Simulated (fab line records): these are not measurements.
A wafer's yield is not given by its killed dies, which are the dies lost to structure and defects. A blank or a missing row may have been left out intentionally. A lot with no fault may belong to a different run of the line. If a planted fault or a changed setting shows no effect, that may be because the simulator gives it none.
A lot that was struck, set against a sound lot    flow n5 finfet    15 steps out of a route of 1938
Sound: these wafers, L629.3, L629.5, L629.6. Wafers struck: L632.3, L632.4, L632.5. The cause is named last.
At each step with rows: each side's tool, then ch and its chambers, then its first start. Under that, the readings that differ: sound wafers    struck wafers    difference of the means    sigmas: that difference in standard deviations of wafers without a fault.
alike: same words and numbers on both sides, and readings whose means sit less than 2 such deviations apart. not compared: any withheld reading, any reading some wafer has no value for, any bound like >300 that may hide the same value, and any number with overlapping values for which the record gives no deviation.
Wherever a step has rows on one side only, a row that says differs or no value, or a row with sigmas, the two part there. Numbers that have no deviation but don't overlap get no sigmas and don't part them. A reading missing from all wafers of one side parts the sides only when that side holds two or more wafers.

first, 1 step without rows for these wafers: N5_BEOL_M14_STRIP_70 (strips in C4F8/O2/Ar).
N5_BEOL_M14_OCD_MEAS_35:
  sound on ocd-02 at day 14 00:01; struck on ocd-02 at day 14 15:23
  alike: trench depth nm
N5_BEOL_M14_STRIP_37: strips in O2.
  sound on rie diel-04 ch 2,3, day 14 00:14; struck on rie diel-04 ch 0,1, day 14 18:26
  alike: drypump motor current A, oes product au, rf vpp V, showerhead plenum p Torr, throttle valve pct
  not compared: rf hours counter h
then, 3 steps without rows for these wafers: N5_BEOL_M14_ETCH_38 (etches SiCN in CF4/N2, target depth 106.5 nm, time 120.6 s); N5_BEOL_M14_PRECLEAN_39 (cleans in residue remover, time 60 s); N5_BEOL_M14_SRD_40 (time 30 s, dry time 30 s).
N5_BEOL_M14_DEGAS_41: time 60 s.
  sound on pvd sputter-02 at day 14 02:13; struck on pvd sputter-03 at day 14 18:55
  alike: heater power w
then, 2 steps without rows for these wafers: N5_BEOL_M14_PRE_CLEAN_42 (time 30 s); N5_BEOL_M14_SPUTTER_43 (material TaN, target thk 15 nm, time 24.19 s).
N5_BEOL_M14_SPUTTER_44: material Ta, target thk 15 nm, time 24.19 s.
  sound on pvd sputter-02 at day 14 02:22; struck on pvd sputter-03 at day 14 19:04
  alike: throttle valve pct
N5_BEOL_M14_SPUTTER_45: material Cu, target thk 100 nm, time 16.67 s.
  sound on pvd sputter-02 at day 14 02:27; struck on pvd sputter-03 at day 14 19:09
  alike: chuck gas flow sccm, throttle valve pct
then, 1 step without rows for these wafers: N5_BEOL_M14_ECD_47 (material Cu, target thk 1248 nm).
N5_BEOL_M14_ANNEAL_48: time 90 s.
  struck on rtp anneal-02, day 14 19:56; sound on rtp anneal-01 ch 0, day 14 02:50
  no value came back on the struck wafers for anneal temp c (C), anneal temp c max, wafer_temp_C_max; on the sound wafers anneal temp c (C) reads 224.88 225.00 225.22
N5_BEOL_M14_CMP_49: polishes, stops on SiO2, t overpolish 5.2 s, target thk 560 nm.
  sound on cmp-01 ch 1,2, day 14 03:05; struck on cmp-04 ch 0,2,3, day 14 20:08
  alike: barrier field endpoint s, edge zone pressure frac, motor current A, overpolish run s, time to endpoint s
N5_PASSIVATION_PROBE_49:
  sound on prober-01 at day 15 01:36; struck on prober-02 at day 15 16:48
  alike: defect limited yield, killed_at_M0_to_M3, killed_at_M4_up, killed at contacts, killed at front end, killed at other, killed dies, killed open, killed short, sort_bin_5_function, sort_bin_6_memory, sort_bin_8_speed, sort n pass, sort yield pct

== WHERE THEY PART ==
Only at N5_BEOL_M14_ANNEAL_48, as far as this record shows. Later steps at which nothing parts them and some readings are alike: N5_BEOL_M14_CMP_49, N5_PASSIVATION_PROBE_49.

WHY: what the simulator had put in
Whole step skipped at N5_BEOL_M14_ANNEAL_48 on rtp anneal-02, starting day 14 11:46. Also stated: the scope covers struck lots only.
